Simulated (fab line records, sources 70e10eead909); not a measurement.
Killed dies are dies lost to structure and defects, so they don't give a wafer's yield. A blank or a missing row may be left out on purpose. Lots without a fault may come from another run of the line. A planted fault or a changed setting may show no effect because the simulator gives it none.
Chamber matching | flow nand_harc | NHARC_A_CHANNEL_FILL_D1_ALD_14 on ald_hk-01: 4 sister chambers
The step deposits SiO2, target thk 2.5 nm, pulse time 10 s, ald cycles 25. 4 wafers are shown with their chamber, then 8 later ones without.

WAFERS WITH THEIR CHAMBER
wafer  | chamber | heater_power_w (W)
L078.2 | 1       | 473
L078.5 | 3       | 440
L078.6 | 2       | 549
L079.1 | 0       | 495

WAFERS WITHOUT THEIR CHAMBER
wafer  | heater_power_w (W)
L079.4 | 441
L079.6 | 543
L094.2 | 485
L094.4 | 492
L094.6 | 426
L096.1 | 480
L096.5 | 550
L096.6 | 438

WHICH CHAMBER EACH WENT THROUGH
wafer  | from the rows above     | in truth
L079.4 | 3                       | 3
L079.6 | 2                       | 2
L094.2 | can't be placed: 0 or 1 | 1
L094.4 | 0                       | 0
L094.6 | 3                       | 3
L096.1 | can't be placed: 1 or 0 | 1
L096.5 | 2                       | 2
L096.6 | 3                       | 3
Placed correctly: 6 of 8. Can't be placed from these rows: 2 (the true chamber is among the candidates in 2). Placed wrongly: 0.
How it was worked out, from the rows above alone: a wafer's distance from a chamber is the root of the sum, over the readings, of the square of ((its reading less the chamber's mean) divided by the reading's scatter). The wafer belongs to the nearest chamber; if the next one is less than 2 further off, it can't be placed. A chamber's mean is the mean of its shown wafers. The scatter: with one shown wafer a chamber, the root of the mean of the squares of how far each hidden wafer lies from its nearest shown one.
